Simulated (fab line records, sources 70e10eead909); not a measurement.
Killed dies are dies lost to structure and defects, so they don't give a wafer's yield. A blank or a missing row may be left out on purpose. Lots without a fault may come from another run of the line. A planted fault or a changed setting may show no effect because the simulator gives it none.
fab line records | flow nand_harc | part 2 of 2: steps 26 to 37 of 37
record lots=5 wafers=15 last_day=22
route steps=1159 shown P_M0@257 P_M1@285
lots that met no fault: from a run of the same line without faults
start_h: hours from the record's first day to the start of the lot's first wafer shown | wait_h: hours since the lot's step before | " the same as in the row above | L1.1+2: a row that stands for several wafers | - no value, or no start given | * or withheld: withheld | < > ~ a bound
route shown NAME@n: a module of which the file shows steps, and the number in the route of the first | usual: mean/standard deviation of fault-free wafers | same: alike in all rows | chamber/n: place in a boat | sites: the reading at each site | _std_site: their standard deviation | _edge_site: outer sites' mean less inner sites' | radius_mm: how far each site lies from the wafer's centre | mask NAME#n: copy n | behind: the tool/chamber that last shaped the wafer | hold: why the lot was held/for how many hours/how that ended | device: the transistor (n, p or np) that didn't switch | end of line: the same wafers' tests at the end of the route | a step without rows: its recipe alone | killed: dies lost to structure and defects at the first sort, not the wafer's yield | map: a wafer's dies, x killed, . not, _ none there
set.NAME: the setting as run; set.NAME@STEP: as run at that earlier step | model.NAME: the simulator's own value behind a step, which no gauge read
lots at some steps of the route; a table a step, a row a wafer
services: from which hour (start_h, from the record's first day; less than 0 if before it) a tool's chamber was out of use, for how many hours, and why
## steps
# step NHARC_P_M0_PRE_CLEAN_31
# recipe time_s=12 temp_c=370 rf_power_w=300 gas=NH3
# usual heater_power_w=628/83
# columns lot.wafer tool chamber start_h wait_h heater_power_w
L077.1 pecvd-04 2 133.42 0.1 758
L077.3 " 0 " " 651
L077.5 " 2 " " 766
L078.2 pecvd-01 0 142.49 0.1 597
L078.6 " 1 " " 657
L078.4 " 2 " " 554
L080.2 pecvd-04 2 153.81 0.1 684
L080.1 " 0 " " 680
L080.6 " 1 " " 769
L083.5 pecvd-01 2 178.51 0.1 649
L083.4 " 0 " " 495
L083.6 " 1 " " 669
L085.3 pecvd-02 2 200.20 0.1 476
L085.2 " 0 " " 597
L085.1 " 1 " " 733
# step NHARC_P_M0_DEP_32
# recipe target_thk_a=300 temp_c=370 target_thk_nm=30 pressure_torr=3 flow_sccm=200 rf_w=450 material=SiCN
# usual heater_power_w=570/75
# columns lot.wafer tool chamber start_h wait_h heater_power_w
L077.1 pecvd-04 2 133.50 0.1 599
L077.3 " 0 " " 596
L077.5 " 2 " " 579
L078.2 pecvd-01 0 142.63 0.1 523
L078.6 " 1 " " 587
L078.4 " 2 " " 531
L080.2 pecvd-04 2 153.92 0.1 653
L080.1 " 0 " " 540
L080.6 " 1 " " 640
L083.5 pecvd-01 2 178.68 0.2 571
L083.4 " 0 " " 535
L083.6 " 1 " " 699
L085.3 pecvd-02 2 200.28 0.1 521
L085.2 " 0 " " 463
L085.1 " 1 " " 611
# step NHARC_P_M1_DEP_00
# recipe target_thk_a=1825 target_thk_nm=182.5 temp_c=withheld pressure_torr=5 flow_sccm=200 rf_w=600 material=SiOC
# columns lot.wafer tool chamber start_h wait_h
L077.1+3+5 pecvd-04 1,2,0 - -
L078.2+4+6 pecvd-02 0,2,0 143.13 -
L080.1+2+6 pecvd-01 2,1,0 154.29 -
L083.5+4+6 pecvd-04 1,2,0 179.10 -
L085.3+1+2 pecvd-01 1,2,0 200.70 -
# step NHARC_P_M1_DEHYDRATE_01
# recipe temp_c=150 time_s=120
# usual chill_plate_temp_C=22.99/0.12
# columns lot.wafer tool chamber start_h wait_h chill_plate_temp_C
L077.1 litho_track-04 0 134.43 - 22.85
L077.3 " 0 " " 22.89
L077.5 " 0 " " 22.92
L078.2 litho_track-01 0 143.45 - 23.04
L078.4 " 0 " " 23.04
L078.6 " 0 " " 23.00
L080.1 litho_track-01 0 154.70 - 22.89
L080.2 " 0 " " 22.91
L080.6 " 0 " " 23.01
L083.4 litho_track-01 0 179.37 - 22.98
L083.5 " 0 " " 22.92
L083.6 " 0 " " 23.08
L085.1 litho_track-06 0 201.10 - 22.76
L085.2 " 0 " " 23.04
L085.3 " 0 " " 22.84
# step NHARC_P_M1_HMDS_02
# recipe time_s=30
# usual chill_plate_temp_C=23.00/0.092
# columns lot.wafer tool chamber start_h wait_h chill_plate_temp_C
L077.1 litho_track-04 0 - - 23.01
L077.3 " 0 " " 22.92
L077.5 " 0 " " 22.90
L078.2 litho_track-01 0 - - 22.97
L078.4 " 0 " " 22.89
L078.6 " 0 " " 22.90
L080.1 litho_track-01 0 - - 23.08
L080.2 " 0 " " 23.13
L080.6 " 0 " " 23.16
L083.4 litho_track-01 0 - - 23.01
L083.5 " 0 " " 23.01
L083.6 " 0 " " 23.04
L085.1 litho_track-06 0 - - 23.06
L085.2 " 0 " " 23.10
L085.3 " 0 " " 23.03
# step NHARC_P_M1_COAT_34
# recipe temp_c=200 time_s=65
# usual chill_plate_temp_C=23.00/0.11
# columns lot.wafer tool chamber start_h wait_h chill_plate_temp_C
L077.1 litho_track-04 0 - - 22.89
L077.3 " 0 " " 22.92
L077.5 " 0 " " 22.89
L078.2 litho_track-01 0 - - 23.11
L078.4 " 0 " " 23.04
L078.6 " 0 " " 22.98
L080.1 litho_track-01 0 - - 23.00
L080.2 " 0 " " 22.90
L080.6 " 0 " " 22.85
L083.4 litho_track-01 0 - - 23.08
L083.5 " 0 " " 23.02
L083.6 " 0 " " 23.12
L085.1 litho_track-06 0 - - 22.94
L085.2 " 0 " " 22.93
L085.3 " 0 " " 22.90
# step NHARC_P_M1_COAT_03
# recipe spin_rpm=1500 resist_thk_nm=90
# usual chill_plate_temp_C=23.01/0.099
# columns lot.wafer tool chamber start_h wait_h chill_plate_temp_C
L077.1 litho_track-04 0 - - 22.98
L077.3 " 0 " " 22.97
L077.5 " 0 " " 23.06
L078.2 litho_track-01 0 - - 23.05
L078.4 " 0 " " 22.94
L078.6 " 0 " " 22.91
L080.1 litho_track-01 0 - - 23.34
L080.2 " 0 " " 23.12
L080.6 " 0 " " 23.13
L083.4 litho_track-01 0 - - 23.03
L083.5 " 0 " " 22.85
L083.6 " 0 " " 22.78
L085.1 litho_track-06 0 - - 22.99
L085.2 " 0 " " 23.07
L085.3 " 0 " " 23.01
# step NHARC_P_M1_SOFTBAKE_04
# recipe temp_c=105 time_s=55
# usual chill_plate_temp_C=23.01/0.11
# columns lot.wafer tool chamber start_h wait_h chill_plate_temp_C
L077.1 litho_track-04 0 - - 23.03
L077.3 " 0 " " 23.03
L077.5 " 0 " " 23.07
L078.2 litho_track-01 0 - - 22.78
L078.4 " 0 " " 23.05
L078.6 " 0 " " 22.93
L080.1 litho_track-01 0 - - 23.05
L080.2 " 0 " " 23.06
L080.6 " 0 " " 22.95
L083.4 litho_track-01 0 - - 22.82
L083.5 " 0 " " 22.96
L083.6 " 0 " " 22.70
L085.1 litho_track-06 0 - - 23.03
L085.2 " 0 " " 23.09
L085.3 " 0 " " 22.95
# step NHARC_P_M1_EBR_05
# usual chill_plate_temp_C=23.00/0.11
# columns lot.wafer tool chamber start_h wait_h chill_plate_temp_C
L077.1 litho_track-04 0 - - 22.89
L077.3 " 0 " " 22.80
L077.5 " 0 " " 23.06
L078.2 litho_track-01 0 - - 22.95
L078.4 " 0 " " 22.95
L078.6 " 0 " " 23.05
L080.1 litho_track-01 0 - - 22.98
L080.2 " 0 " " 23.12
L080.6 " 0 " " 23.20
L083.4 litho_track-01 0 - - 23.01
L083.5 " 0 " " 22.99
L083.6 " 0 " " 22.84
L085.1 litho_track-06 0 - - 23.04
L085.2 " 0 " " 23.18
L085.3 " 0 " " 23.03
# step NHARC_P_M1_EXPOSE_06
# recipe na=1.35 target_cd_nm=130 dose_mj=81.88 mask_id=P_M1
# same na=1.35
# columns lot.wafer tool chamber start_h wait_h mask
L077.1+3+5 arfi_scanner-01 0 134.72 - P_M1#0
L078.2+4+6 arfi_scanner-01 0 143.61 - P_M1#0
L080.1+2+6 arfi_scanner-02 0 154.99 - P_M1#0
L083.4+5+6 arfi_scanner-01 0 179.55 - P_M1#0
L085.1+2+3 arfi_scanner-01 0 201.39 - P_M1#0
# step NHARC_P_M1_PEB_07
# recipe peb_temp_c=100 peb_time_s=65
# usual chill_plate_temp_C=22.99/0.1
# columns lot.wafer tool chamber start_h wait_h chill_plate_temp_C
L077.1 litho_track-06 0 134.78 0.1 23.00
L077.3 " 0 " " 22.96
L077.5 " 0 " " 23.05
L078.2 litho_track-01 0 143.67 0.1 23.03
L078.4 " 0 " " 22.92
L078.6 " 0 " " 23.05
L080.1 litho_track-01 0 155.05 0.1 22.93
L080.2 " 0 " " 22.88
L080.6 " 0 " " 22.99
L083.4 litho_track-04 0 179.60 0.0 22.90
L083.5 " 0 " " 22.91
L083.6 " 0 " " 23.05
L085.1 litho_track-04 0 201.45 0.1 22.96
L085.2 " 0 " " 22.81
L085.3 " 0 " " 22.94
# step NHARC_P_M1_DEVELOP_08
# recipe develop_time_s=35 dev_temp_c=23
# usual chill_plate_temp_C=23.00/0.11
# columns lot.wafer tool chamber start_h wait_h chill_plate_temp_C
L077.1 litho_track-06 0 - - 22.98
L077.3 " 0 " " 22.81
L077.5 " 0 " " 22.89
L078.2 litho_track-01 0 - - 22.88
L078.4 " 0 " " 23.09
L078.6 " 0 " " 23.05
L080.1 litho_track-01 0 - - 22.85
L080.2 " 0 " " 23.00
L080.6 " 0 " " 22.82
L083.4 litho_track-04 0 - - 22.95
L083.5 " 0 " " 22.86
L083.6 " 0 " " 22.84
L085.1 litho_track-04 0 - - 23.07
L085.2 " 0 " " 22.98
L085.3 " 0 " " 23.12
## services
# columns tool chamber start_h hours kind
pecvd-04 - 113.62 0.2 repair
litho_track-06 - 117.00 7.0 pm
wet_bench-10 - 123.59 8.0 pm
pecvd-01 - 128.15 14.2 repair
cmp-02 - 130.50 4.0 pm
arfi_scanner-02 - 138.48 0.9 repair
rie_diel-05 2 139.94 7.5 repair
litho_track-04 - 141.00 7.0 pm
cmp-04 - 143.42 0.5 repair
cmp-02 - 152.34 5.7 repair
pecvd-02 - 153.17 13.0 pm
cmp-03 - 156.00 4.0 pm
rie_diel-09 - 159.74 0.3 repair
wet_bench-04 - 163.20 8.0 pm
rie_diel-05 - 163.60 9.0 pm
ecd_cu-02 - 164.05 1.7 repair
pecvd-01 - 169.57 7.0 repair
rie_diel-06 3 170.80 5.3 repair
arfi_scanner-02 - 178.17 0.7 repair
ecd_cu-02 - 180.42 8.0 pm
pvd_sputter-03 - 183.89 4.5 repair
arfi_scanner-02 - 187.84 2.3 repair
rie_diel-09 3 192.06 8.1 repair
arfi_scanner-01 - 196.00 4.0 pm
